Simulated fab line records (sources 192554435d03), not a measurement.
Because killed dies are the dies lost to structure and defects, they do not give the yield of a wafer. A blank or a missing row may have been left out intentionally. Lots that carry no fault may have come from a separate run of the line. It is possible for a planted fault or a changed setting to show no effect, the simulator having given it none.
Matching of chambers + flow n5-finfet + 3 sister chambers for N5_BEOL_M6_ILD_DEP_00 on pecvd-01
The step deposits SiCOH lowk from DEMS/porogen, target thk 179.75 nm, time 33.4 s. 3 wafers are shown with their chamber, then 12 later ones without.

WAFERS WITH THEIR CHAMBER
| wafer  | chamber | showerhead-plenum-p-Torr (Torr) |
|--------|---------|---------------------------------|
| L088.4 | 1       | 5.772                           |
| L088.5 | 0       | 5.700                           |
| L088.6 | 2       | 5.695                           |

WAFERS WITH NO CHAMBER GIVEN
| wafer  | showerhead-plenum-p-Torr (Torr) |
|--------|---------------------------------|
| L090.1 | 5.773                           |
| L090.2 | 5.696                           |
| L090.6 | 5.708                           |
| L092.2 | 5.700                           |
| L092.3 | 5.769                           |
| L092.6 | 5.697                           |
| L094.1 | 5.699                           |
| L094.2 | 5.757                           |
| L094.3 | 5.702                           |
| L094.4 | 5.682                           |
| L094.5 | 5.691                           |
| L094.6 | 5.772                           |

WHICH CHAMBER EACH ONE RAN IN
| wafer  | from the rows above     | in truth |
|--------|-------------------------|----------|
| L090.1 | 1                       | 1        |
| L090.2 | can't be placed: 2 or 0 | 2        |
| L090.6 | can't be placed: 0 or 2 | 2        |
| L092.2 | can't be placed: 0 or 2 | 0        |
| L092.3 | 1                       | 1        |
| L092.6 | can't be placed: 2 or 0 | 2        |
| L094.1 | can't be placed: 0 or 2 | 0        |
| L094.2 | 1                       | 1        |
| L094.3 | can't be placed: 0 or 2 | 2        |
| L094.4 | can't be placed: 2 or 0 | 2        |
| L094.5 | can't be placed: 2 or 0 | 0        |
| L094.6 | 1                       | 1        |
Correct placement for 4 of the 12. Unplaceable from these rows: 8, with the true chamber sitting among the candidates in 8. Placed wrongly: 0.
How it was worked out, from the rows above alone: a wafer's distance from a chamber is the root of the sum, over the readings, of the square of ((its reading less the chamber's mean) divided by the reading's scatter). The wafer belongs to the nearest chamber; if the next one is less than 2 further off, it can't be placed. For every chamber, the mean is computed from those of its wafers that are shown. The scatter: with one shown wafer a chamber, the root of the mean of the squares of how far each hidden wafer lies from its nearest shown one.
